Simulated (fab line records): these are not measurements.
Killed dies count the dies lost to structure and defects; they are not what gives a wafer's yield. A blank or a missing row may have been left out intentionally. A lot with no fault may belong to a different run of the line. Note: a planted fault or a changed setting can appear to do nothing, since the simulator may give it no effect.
Split-lot experiment :: flow n5_finfet :: route with 1938 steps; 7 lots, 21 wafers read

== SPLIT DETAILS ==
At N5_FIN_SAQP_EXPOSE_13 (exposes mask FIN CORE, target cd 35.6 nm), the setting dose_mj was moved away from the recipe's 63.25 on 10 of the 21 wafers read, by -6.5% to +7.0%. This setting was run at the recipe's value on the other wafers.

== FROM THE SPLIT TO THE READING: what the file shows between them, 1 step ==
- N5_FIN_SAQP_DEVELOP_15: develop time 30 s (also split here: develop_time_s)

== THE READING ==
cd_nm at N5_FIN_SAQP_CD_MEAS_16, given in nm (cd target 35.6 nm). A value of 35.45 nm with a standard deviation of 0.3 nm is what fault-free wafers of this fab line usually give.

wafer: L075.1
tool, chamber at the split: arfi_scanner-03, 0
dose_mj as run: 63.25
against the recipe: recipe
cd_nm, nm: 35.05
against lot-mates on the recipe: -

wafer: L075.3
tool, chamber at the split: arfi_scanner-03, 0
dose_mj as run: 61.52
against the recipe: -2.7%
cd_nm, nm: 35.41
against lot-mates on the recipe: +0.36

wafer: L075.5
tool, chamber at the split: arfi_scanner-03, 0
dose_mj as run: 61.52
against the recipe: -2.7%
cd_nm, nm: 36.38
against lot-mates on the recipe: +1.33

wafer: L081.4
tool, chamber at the split: arfi_scanner-01, 0
dose_mj as run: 63.25
against the recipe: recipe
cd_nm, nm: 35.42
against lot-mates on the recipe: -

wafer: L081.5
tool, chamber at the split: arfi_scanner-01, 0
dose_mj as run: 63.25
against the recipe: recipe
cd_nm, nm: 36.01
against lot-mates on the recipe: -

wafer: L081.6
tool, chamber at the split: arfi_scanner-01, 0
dose_mj as run: 63.25
against the recipe: recipe
cd_nm, nm: 35.53
against lot-mates on the recipe: -

wafer: L082.1
tool, chamber at the split: arfi_scanner-03, 0
dose_mj as run: 63.25
against the recipe: recipe
cd_nm, nm: 35.49
against lot-mates on the recipe: -

wafer: L082.4
tool, chamber at the split: arfi_scanner-03, 0
dose_mj as run: 67.66
against the recipe: +7.0%
cd_nm, nm: 33.96
against lot-mates on the recipe: -1.66

wafer: L082.5
tool, chamber at the split: arfi_scanner-03, 0
dose_mj as run: 63.25
against the recipe: recipe
cd_nm, nm: 35.75
against lot-mates on the recipe: -

wafer: L085.2
tool, chamber at the split: arfi_scanner-01, 0
dose_mj as run: 63.25
against the recipe: recipe
cd_nm, nm: 35.20
against lot-mates on the recipe: -

wafer: L085.4
tool, chamber at the split: arfi_scanner-01, 0
dose_mj as run: 65.7
against the recipe: +3.9%
cd_nm, nm: 34.23
against lot-mates on the recipe: -0.97

wafer: L085.6
tool, chamber at the split: arfi_scanner-01, 0
dose_mj as run: 65.7
against the recipe: +3.9%
cd_nm, nm: 34.41
against lot-mates on the recipe: -0.79

wafer: L086.4
tool, chamber at the split: arfi_scanner-03, 0
dose_mj as run: 59.17
against the recipe: -6.5%
cd_nm, nm: 38.27
against lot-mates on the recipe: +2.90

wafer: L086.5
tool, chamber at the split: arfi_scanner-03, 0
dose_mj as run: 63.25
against the recipe: recipe
cd_nm, nm: 35.37
against lot-mates on the recipe: -

wafer: L086.6
tool, chamber at the split: arfi_scanner-03, 0
dose_mj as run: 59.17
against the recipe: -6.5%
cd_nm, nm: 37.74
against lot-mates on the recipe: +2.37

wafer: L089.4
tool, chamber at the split: arfi_scanner-02, 0
dose_mj as run: 66.46
against the recipe: +5.1%
cd_nm, nm: 34.48
against lot-mates on the recipe: no lot-mate on the recipe

wafer: L089.5
tool, chamber at the split: arfi_scanner-02, 0
dose_mj as run: 66.46
against the recipe: +5.1%
cd_nm, nm: 34.57
against lot-mates on the recipe: no lot-mate on the recipe

wafer: L089.6
tool, chamber at the split: arfi_scanner-02, 0
dose_mj as run: 66.46
against the recipe: +5.1%
cd_nm, nm: 34.58
against lot-mates on the recipe: no lot-mate on the recipe

wafer: L097.1
tool, chamber at the split: arfi_scanner-03, 0
dose_mj as run: 63.25
against the recipe: recipe
cd_nm, nm: 36.11
against lot-mates on the recipe: -

wafer: L097.2
tool, chamber at the split: arfi_scanner-03, 0
dose_mj as run: 63.25
against the recipe: recipe
cd_nm, nm: 35.79
against lot-mates on the recipe: -

wafer: L097.3
tool, chamber at the split: arfi_scanner-03, 0
dose_mj as run: 63.25
against the recipe: recipe
cd_nm, nm: 36.19
against lot-mates on the recipe: -

THE FIT
A straight line over all 21 wafers: cd_nm changes by -0.279 nm for each +1% of dose_mj; r = -0.92; the points scatter about the line by 0.44 nm.
The same after taking each lot's own level away (the mean of its wafers on the recipe; 18 wafers): -0.32 nm for each +1%; r = -0.95; scatter 0.34 nm.
That fit puts the effect of the largest move of dose_mj on the reading at 2.2 nm.
Across the lots, their own levels run from 35.050 to 36.030 nm, a range of 3.3 times the standard deviation given above.
Thus the slope moves with the lot-to-lot level: the two fits are different.
Check: with one of the wafers moved furthest among these (+7.0%) left out of the fit, the line predicts -2.33 nm for it against its lot-mates. It came out at -1.66 nm against them.

== FURTHER SPLITS ON THESE WAFERS ==
Other splits were also applied to these wafers ahead of the reading. Each is held against what the fit with the lots' levels taken away leaves over:
other split on the same wafers: N5_WELL_APT_COAT_02 spin_rpm
wafers away from the commonest value: 8
r with cd_nm (lot level and that fit taken away): +0.18

other split on the same wafers: N5_WELL_APT_EXPOSE_05 dose_mj
wafers away from the commonest value: 8
r with cd_nm (lot level and that fit taken away): +0.01

other split on the same wafers: N5_WELL_APT_PEB_06 peb_time_s
wafers away from the commonest value: 8
r with cd_nm (lot level and that fit taken away): +0.35

other split on the same wafers: N5_WELL_APT_DESCUM_13 time_s
wafers away from the commonest value: 2
r with cd_nm (lot level and that fit taken away): -0.10

other split on the same wafers: N5_FIN_SAQP_DEVELOP_15 develop_time_s
wafers away from the commonest value: 7
r with cd_nm (lot level and that fit taken away): -0.37

== THE FILE'S OWN FIT ==
cd_nm changes by -0.304 nm for each +1% of dose_mj, r = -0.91.
